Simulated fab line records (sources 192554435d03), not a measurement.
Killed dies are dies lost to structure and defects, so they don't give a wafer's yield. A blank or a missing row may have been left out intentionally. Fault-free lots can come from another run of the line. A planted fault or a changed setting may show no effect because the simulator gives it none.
Matching of chambers || flow n5-finfet || N5_BEOL_M4_PECVD_72 on pecvd-04 has 3 sister chambers
The step deposits SiO2 from TEOS/O2, target thk 16 nm, time 18 s. 6 wafers are shown with their chamber, then 12 later ones without.

== EACH WAFER AND ITS CHAMBER ==
{"wafer": "L086.4", "chamber": 0, "showerhead-plenum-p-Torr (Torr)": 8.72, "heater-power-w (W)": 608}
{"wafer": "L086.6", "chamber": 0, "showerhead-plenum-p-Torr (Torr)": 8.74, "heater-power-w (W)": 612}
{"wafer": "L087.1", "chamber": 2, "showerhead-plenum-p-Torr (Torr)": 8.87, "heater-power-w (W)": 776}
{"wafer": "L093.1", "chamber": 1, "showerhead-plenum-p-Torr (Torr)": 8.68, "heater-power-w (W)": 522}
{"wafer": "L093.2", "chamber": 2, "showerhead-plenum-p-Torr (Torr)": 8.89, "heater-power-w (W)": 845}
{"wafer": "L093.3", "chamber": 1, "showerhead-plenum-p-Torr (Torr)": 8.63, "heater-power-w (W)": 533}

== WAFERS WITH NO CHAMBER GIVEN ==
{"wafer": "L093.4", "showerhead-plenum-p-Torr (Torr)": 8.91, "heater-power-w (W)": 856}
{"wafer": "L093.5", "showerhead-plenum-p-Torr (Torr)": 8.89, "heater-power-w (W)": 832}
{"wafer": "L093.6", "showerhead-plenum-p-Torr (Torr)": 8.65, "heater-power-w (W)": 533}
{"wafer": "L094.1", "showerhead-plenum-p-Torr (Torr)": 8.67, "heater-power-w (W)": 467}
{"wafer": "L094.2", "showerhead-plenum-p-Torr (Torr)": 8.89, "heater-power-w (W)": 877}
{"wafer": "L094.3", "showerhead-plenum-p-Torr (Torr)": 8.66, "heater-power-w (W)": 469}
{"wafer": "L094.4", "showerhead-plenum-p-Torr (Torr)": 8.89, "heater-power-w (W)": 892}
{"wafer": "L094.5", "showerhead-plenum-p-Torr (Torr)": 8.65, "heater-power-w (W)": 460}
{"wafer": "L094.6", "showerhead-plenum-p-Torr (Torr)": 8.90, "heater-power-w (W)": 901}
{"wafer": "L096.1", "showerhead-plenum-p-Torr (Torr)": 8.73, "heater-power-w (W)": 612}
{"wafer": "L096.4", "showerhead-plenum-p-Torr (Torr)": 8.64, "heater-power-w (W)": 490}
{"wafer": "L096.5", "showerhead-plenum-p-Torr (Torr)": 8.90, "heater-power-w (W)": 783}

== WHICH CHAMBER EACH WENT THROUGH ==
{"wafer": "L093.4", "from the rows above": 2, "in truth": 2}
{"wafer": "L093.5", "from the rows above": 2, "in truth": 2}
{"wafer": "L093.6", "from the rows above": 1, "in truth": 1}
{"wafer": "L094.1", "from the rows above": 1, "in truth": 1}
{"wafer": "L094.2", "from the rows above": 2, "in truth": 2}
{"wafer": "L094.3", "from the rows above": 1, "in truth": 1}
{"wafer": "L094.4", "from the rows above": 2, "in truth": 2}
{"wafer": "L094.5", "from the rows above": 1, "in truth": 1}
{"wafer": "L094.6", "from the rows above": 2, "in truth": 2}
{"wafer": "L096.1", "from the rows above": 0, "in truth": 0}
{"wafer": "L096.4", "from the rows above": 1, "in truth": 1}
{"wafer": "L096.5", "from the rows above": 2, "in truth": 2}
Correct placement for 12 of the 12. From these rows, 0 cannot be placed. Wrongly placed: 0.
How it was worked out, from the rows above alone: a wafer's distance from a chamber is the root of the sum, over the readings, of the square of ((its reading less the chamber's mean) divided by the reading's scatter). The wafer belongs to the nearest chamber; if the next one is less than 2 further off, it can't be placed. Each chamber's mean is taken over the wafers shown for it. The scatter is the square root of a quotient: the sum, over the shown wafers, of each reading's squared deviation from its chamber's mean, divided by wafers minus chambers.
